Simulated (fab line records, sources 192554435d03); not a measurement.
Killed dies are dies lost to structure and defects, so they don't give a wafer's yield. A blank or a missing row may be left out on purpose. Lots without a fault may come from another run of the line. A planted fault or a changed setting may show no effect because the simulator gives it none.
Problem report in the 8D (eight disciplines) form, filled by code | flow n5_finfet | the parts of the form that need people (team, actions taken, sign-off) are left out

1. THE PROBLEM
killed_at_M4_up at N5_PASSIVATION_PROBE_49 reads a mean of 1066 on 6 wafers of 2 lots; wafers without a fault read 12 with a standard deviation of 4.2. That is +99 or more standard deviations from the usual mean.
First seen on wafer L810.2, day 16 14:47, on prober-02. The record holds 9 wafers of 3 lots with a number at this step. Rule for "out", or "out of limits": more than 4 standard deviations from the usual mean. The other wafers with a number count as sound.

2. WHAT IT IS AND WHAT IT IS NOT
question                    | is                                                                                                                  | is not
which readings at this step | killed_at_M4_up, defect_limited_yield, killed_dies, killed_on_rim, sort_bin_5_function, sort_n_pass, sort_yield_pct | killed_at_contacts, killed_at_other
which lots                  | L810, L811                                                                                                          | L805
which wafers of those lots  | all that have a number                                                                                              | -
read on which tools         | prober-01, prober-02                                                                                                | -
when                        | from day 16 14:47                                                                                                   | up to then (3 sound wafers)

3. SUSPECTS, AND WHAT RULES EACH OUT
Counting: a tool at a process step up to the reading stays a suspect if it ran every lot that is out and no sound lot after the first of them.
- plasma_asher-01 at N5_BEOL_M13_STRIP_37 (strips in N2/H2): kept. It ran every lot that is out, first L810 (day 15 05:12), and no sound lot after that.
- ecd_cu-02 at N5_BEOL_M13_ECD_47 (material Cu, target thk 936 nm): kept. It ran every lot that is out, first L810 (day 15 06:53), and no sound lot after that; its last sound lot up to then is L805 (day 14 09:40).
Left after counting: plasma_asher-01 at N5_BEOL_M13_STRIP_37, ecd_cu-02 at N5_BEOL_M13_ECD_47.

4. THE CAUSE (what the simulator had put in)
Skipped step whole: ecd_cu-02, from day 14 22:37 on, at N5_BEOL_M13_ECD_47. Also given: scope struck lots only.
Counting left 2 suspects, and this tool is among them.

5. THE CHAIN OF EFFECTS, in route order
Each row: a reading whose mean over the struck wafers that have a number lies more than 3 standard deviations from the usual. Only readings for which the record gives a usual standard deviation are gone through. hours: the time from each lot's start at the first step in this table that gives one to its start at this step, as a median over the lots. sigmas: the change in usual standard deviations.
hours | step                    | reading              | usual  | on struck wafers | change | sigmas
0     | N5_PASSIVATION_PROBE_49 | defect_limited_yield | 91.2 % | 0.0              | -91.2  | -65
0     | N5_PASSIVATION_PROBE_49 | killed_at_M4_up      | 12     | 1066             | +1054  | +99 or more
0     | N5_PASSIVATION_PROBE_49 | killed_dies          | 103    | 1180             | +1077  | +63
0     | N5_PASSIVATION_PROBE_49 | killed_on_rim        | 14     | 152              | +138   | +31
0     | N5_PASSIVATION_PROBE_49 | sort_bin_5_function  | 5.1 %  | 95.5             | +90.5  | +95
0     | N5_PASSIVATION_PROBE_49 | sort_n_pass          | 1077   | 0                | -1077  | -63
0     | N5_PASSIVATION_PROBE_49 | sort_yield_pct       | 91.2 % | 0.0              | -91.2  | -65
The process steps in it:
- N5_PASSIVATION_PROBE_49

6. WHAT WOULD HAVE CAUGHT IT SOONER
In this record the first reading out of limits was taken at day 16 14:47, 40 hours after the fault began at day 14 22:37.
All the lots that are out (2) had begun N5_BEOL_M13_ECD_47 on ecd_cu-02 by day 16 14:47. A hold on the tool at that time would have spared none of them.
